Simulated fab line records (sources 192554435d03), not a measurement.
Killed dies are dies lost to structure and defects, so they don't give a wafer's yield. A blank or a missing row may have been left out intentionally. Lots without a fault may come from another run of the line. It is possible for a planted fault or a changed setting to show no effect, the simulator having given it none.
A struck lot beside a sound one | flow n5-finfet | 19 steps out of a route of 1938
Sound: these wafers, L950.1, L950.4, L950.5. Wafers struck: L955.1, L955.2, L955.5. At the end, the cause is stated.
Per side, at each step with rows, come the tool, then ch with its chambers, and then its first start. Under that, the readings that differ: sound wafers | struck wafers | difference of the means | sigmas: that difference in standard deviations of wafers without a fault.
alike: same words and numbers on both sides, and readings whose means sit less than 2 such deviations apart. not compared: any withheld reading, any reading some wafer has no value for, any bound like >300 that may hide the same value, and any number with overlapping values for which the record gives no deviation.
Wherever a step has rows on one side only, a row that says differs or no value, or a row with sigmas, the two part there. Non-overlapping numbers with no deviation appear without sigmas and do not part them. A reading that every wafer of one side lacks parts them only if that side has two wafers or more.

first, 4 steps without rows for these wafers: N5_HKMG_FIN_PRECLEAN_64 (cleans in dHF, time 30 s); N5_HKMG_FIN_WET_ETCH_65 (etches a-Si in TMAH, stops on TiN, time 49 s, target depth 3 nm); N5_HKMG_FIN_WET_ETCH_81 (etches TiN in SC1, stops on HfO2, time 57 s, target depth 6 nm); N5_HKMG_FIN_WET_ETCH_82 (etches La2O3 in dHCl, stops on HfO2, target depth 2 nm, rinse time 30 s).
N5_HKMG_FIN_ALD_36: deposits TiN, target thk 1 nm, pulse time 1 s, purge time 3 s.
  sound on ald-metal-04 ch 0,1,3, day 4 01:25; struck on ald-metal-04 ch 1,3, day 5 09:47
  alike: chamber-pressure-Torr, heater-power-w, precursor-pulse-height-rel
N5_HKMG_FIN_THK_MEAS_70: measures by xrf.
  sound on film-metro-02 at day 4 01:41; struck on film-metro-02 at day 5 10:04
  alike: HK_THK
N5_HKMG_FIN_PWFM_ALD_03: deposits TiN, target thk 2 nm, pulse time 1 s, purge time 3 s.
  sound on ald-metal-01 ch 0,1,2, day 4 01:44; struck on ald-metal-04 ch 2,3, day 5 10:06
  alike: chamber-pressure-Torr, heater-power-w, precursor-pulse-height-rel
then, 5 steps without rows for these wafers: N5_HKMG_FIN_COAT_29 (time 60 s, resist thk 300 nm); N5_HKMG_FIN_COAT_30 (time 60 s, resist thk 35 nm); N5_HKMG_FIN_COAT_06 (resist thk 90 nm); N5_HKMG_FIN_EBR_08; N5_HKMG_FIN_SOFTBAKE_07 (time 60 s).
N5_HKMG_FIN_EXPOSE_09: exposes mask NWFM.
  sound on arfi-scanner-03 ch 0, day 4 02:26; struck on arfi-scanner-01 ch 0, day 5 10:41
  reading              | sound             | struck            | difference | sigmas
  exposure-dose-mJ-cm2 | 39.22 39.22 39.22 | 35.02 35.03 35.02 | -4.20      | -99 or more
  alike: mask
then, 2 steps without rows for these wafers: N5_HKMG_FIN_PEB_10 (peb time 60 s); N5_HKMG_FIN_DEVELOP_11 (develop time 30 s).
N5_HKMG_FIN_CD_MEAS_12 targets a cd of 92.8 nm.
  sound on cd-sem-03 ch 0, day 4 02:34; struck on cd-sem-01 ch 0, day 5 10:49
  reading    | sound          | struck         | difference | sigmas
  cd-nm (nm) | 93.2 93.1 93.0 | 85.1 84.9 86.3 | -7.7       | -12
N5_HKMG_FIN_OVL_MEAS_13:
  sound on overlay-01 ch 0, day 4 02:36; struck on overlay-01 ch 0, day 5 10:50
  reading       | sound          | struck      | difference | sigmas
  NWFM_OVL (nm) | -2.6 -1.1 -0.5 | 0.0 0.9 0.6 | +1.9       | +3
-- record jumps: 4 days separate the struck wafers' starts on either side; left off in module HKMG_FIN, taken up again in module BEOL_M4, whose first shown step is the route's number 1111 --
N5_BEOL_M4_RC_MEAS_101:
  sound on prober-02 ch 0, day 8 07:57; struck on prober-02 ch 0, day 9 12:49
  alike: DIBL_N, DIBL_P, IOFF_N, IOFF_P, ION_N, ION_P, SS_N, SS_P, VT_N, VT_P
after that, 1 step had no rows for these wafers: N5_PASSIVATION_PROBE_49.

== WHERE THEY PART ==
At N5_HKMG_FIN_EXPOSE_09 first; at N5_HKMG_FIN_OVL_MEAS_13 last (within this record only). Later steps at which nothing parts them and some readings are alike: N5_BEOL_M4_RC_MEAS_101.

WHY: the cause the simulator had injected
Drift in process parameters on arfi-scanner-01 at N5_HKMG_FIN_EXPOSE_09, starting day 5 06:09. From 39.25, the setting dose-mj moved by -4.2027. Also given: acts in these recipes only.
